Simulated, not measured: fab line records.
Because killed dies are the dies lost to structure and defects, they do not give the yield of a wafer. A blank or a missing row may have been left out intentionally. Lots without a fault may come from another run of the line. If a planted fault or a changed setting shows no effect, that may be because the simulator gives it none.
A single fault, viewed from 2 desks :: flow nand harc :: every desk sees just its own numbers, and what lay behind them comes last

THE DEFECT DESK
What the inspections along the route counted, lot by lot: means of the sampled wafers that have a number. Any lot whose mean is over 4 standard deviations away from the usual mean is out of limits and marked OUT; that distance is given in the brackets.
Columns: A = raw defect count at NHARC_P_M2_INSPECT_11, usual 4.2
lot: L872
first seen here: day 6 03:28
A: 2.3

lot: L873
first seen here: day 6 14:44
A: 2.0

lot: L882
first seen here: day 8 15:08
A: 2.3

lot: L883
first seen here: day 9 08:40
A: 3.0

lot: L884
first seen here: day 9 09:32
A: 3.0

lot: L886
first seen here: day 10 01:31
A: 3.7

lot: L887
first seen here: day 10 02:12
A: 2.0

lot: L888
first seen here: day 10 07:57
A: 8.0

lot: L889
first seen here: day 10 16:31
A: 4.0

lot: L890
first seen here: day 10 17:07
A: 10.0

lot: L895
first seen here: day 12 00:49
A: 3.0
Result from this desk: across the 11 lots, nothing is out of limits.

THE TOOL OWNER'S DESK: rie diel-03
The tool's own readings at NHARC_P_M2_ETCH_35 (etches the open film in N2/H2, target depth 40 nm, overetch 12 nm, time 43.94 s): means of the sampled wafers that have a number, for each lot that ran on this tool. Any lot whose mean is over 4 standard deviations away from the usual mean is out of limits and marked OUT; that distance is given in the brackets.
Columns: A = drypump motor current A at NHARC_P_M2_ETCH_35, usual 5.7 A; B = oes product au at NHARC_P_M2_ETCH_35, usual 1.002 a.u.; C = rf fwd power W at NHARC_P_M2_ETCH_35, usual 394.7 W; D = rf vpp V at NHARC_P_M2_ETCH_35, usual 430.7 V; E = run length s at NHARC_P_M2_ETCH_35, usual 65.4 s; F = showerhead plenum p Torr at NHARC_P_M2_ETCH_35, usual 2.04 Torr; G = throttle valve pct at NHARC_P_M2_ETCH_35, usual 14.171 %
lot: L872
first seen here: day 6 03:36
A: 5.3
B: 0.993
C: 394.7
D: 432.8
E: 65.8
F: 2.10
G: 14.171

lot: L873
first seen here: day 6 14:53
A: 5.3
B: 0.996
C: 394.5
D: 431.0
E: 65.7
F: 2.08
G: 14.171

lot: L882
first seen here: day 8 15:17
A: 5.3
B: 0.996
C: 394.2
D: 430.1
E: 61.0 (-10) OUT
F: 2.02
G: 14.183

lot: L883
first seen here: day 9 08:50
A: 5.2
B: 1.000
C: 394.2
D: 431.8
E: 61.2 (-10) OUT
F: 2.08
G: 14.173
Finding of this desk: L882, L883 out of limits; the first was L882 at day 8 15:17, on run length s at NHARC_P_M2_ETCH_35. L872, L873: within limits.

TAKEN TOGETHER
An alarm could have come from the tool owner's desk at day 8 15:17, on L882, L883.
No out-of-limits result turned up at the defect desk.
The defect desk has L882, L883 on record, within its limits.
All the named lots went through NHARC_P_M2_ETCH_35 on rie diel-03.

WHAT THE SIMULATOR HAD INSERTED
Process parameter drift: rie diel-03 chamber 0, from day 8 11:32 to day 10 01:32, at NHARC_P_M2_ETCH_35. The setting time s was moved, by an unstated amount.
Struck lots among those shown: L882, L883.
Time in hours from fault onset to the first out-of-limits reading at each desk: the tool owner's desk, 4.
